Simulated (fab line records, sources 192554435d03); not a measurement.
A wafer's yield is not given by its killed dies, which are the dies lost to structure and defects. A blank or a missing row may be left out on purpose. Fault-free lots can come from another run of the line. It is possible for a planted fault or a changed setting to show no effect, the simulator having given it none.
Lot-split experiment | flow n5Finfet | 21 wafers read from 7 lots, route of 1938 steps

## ON THE SPLIT
At N5_BEOL_M1_EXPOSE_25 (exposes mask V0, defocus 5 nm, target cd 24 nm), the setting doseMj was moved away from the recipe's 63 on 6 of the 21 wafers read, by -5.9% to +7.4%. All remaining wafers had this setting at the recipe value.

## FROM THE SPLIT TO THE READING: what the file shows between them, 2 steps
- N5_BEOL_M1_PEB_26: peb time 60 s
- N5_BEOL_M1_DEVELOP_27: develop time 30 s

## THE READING
cdNm, in nm, at N5_BEOL_M1_CD_MEAS_28 (target cd y 23.3 nm). Fault-free wafers of this fab line usually give 23.94 nm, standard deviation 0.26 nm.

wafer  | tool, chamber at the split | doseMj as run | against the recipe | cdNm, nm | against lot-mates on the recipe
L077.2 | euvScanner-02, 0           | 63            | recipe             | 23.81    | -
L077.3 | euvScanner-02, 0           | 63            | recipe             | 23.94    | -
L077.5 | euvScanner-02, 0           | 63            | recipe             | 23.79    | -
L080.2 | euvScanner-02, 0           | 63            | recipe             | 23.36    | -
L080.4 | euvScanner-02, 0           | 63            | recipe             | 23.98    | -
L080.6 | euvScanner-02, 0           | 67.38         | +7.0%              | 25.40    | +1.73
L083.3 | euvScanner-02, 0           | 63            | recipe             | 24.36    | -
L083.5 | euvScanner-02, 0           | 67.66         | +7.4%              | 25.49    | +1.13
L083.6 | euvScanner-02, 0           | 67.66         | +7.4%              | 25.67    | +1.31
L090.1 | euvScanner-02, 0           | 63            | recipe             | 24.01    | -
L090.3 | euvScanner-02, 0           | 63            | recipe             | 24.24    | -
L090.6 | euvScanner-02, 0           | 63            | recipe             | 24.19    | -
L095.1 | euvScanner-01, 0           | 63            | recipe             | 23.97    | -
L095.2 | euvScanner-01, 0           | 63            | recipe             | 24.22    | -
L095.5 | euvScanner-01, 0           | 63            | recipe             | 23.82    | -
L096.2 | euvScanner-02, 0           | 67.27         | +6.8%              | 24.89    | +0.72
L096.3 | euvScanner-02, 0           | 67.27         | +6.8%              | 25.04    | +0.87
L096.6 | euvScanner-02, 0           | 63            | recipe             | 24.17    | -
L097.1 | euvScanner-02, 0           | 59.27         | -5.9%              | 22.72    | -1.41
L097.2 | euvScanner-02, 0           | 63            | recipe             | 23.79    | -
L097.3 | euvScanner-02, 0           | 63            | recipe             | 24.47    | -

FIT RESULTS
A straight line over all 21 wafers: cdNm changes by +0.19 nm for each +1% of doseMj; r = +0.93; the points scatter about the line by 0.27 nm.
The same after taking each lot's own level away (the mean of its wafers on the recipe; 21 wafers): +0.177 nm for each +1%; r = +0.93; scatter 0.26 nm.
Per that fit: largest doseMj move, reading shift of 1.3 nm.
Across the lots, their own levels run from 23.670 to 24.360 nm, a range of 2.7 times the standard deviation given above.
Consequently the slope shifts little with the lot-to-lot level, the two slopes agreeing.
Check: with one of the wafers moved furthest among these (+7.4%) left out of the fit, the line predicts +1.3 nm for it against its lot-mates. It came out at +1.13 nm against them.

## THE WHOLE CHAIN: every reading that the file lists as answering this split, in the file's order
step                   | what it does                                                       | reading                                                       | change (the file's fit)               | r (the file's)
N5_BEOL_M1_CD_MEAS_28  | target cd y 23.3 nm                                                | cdNm                                                          | +0.189 nm for each +1% of the setting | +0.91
N5_BEOL_M1_VIA_ETCH_34 | etches the open film in C4F6/O2, target depth 67.8 nm, time 64.4 s | BEOL_M1.cdNm (the simulator's own value, which no gauge read) | +0.206 nm for each +1% of the setting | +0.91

## FILE'S OWN FIT
cdNm changes by +0.189 nm for each +1% of doseMj, r = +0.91.
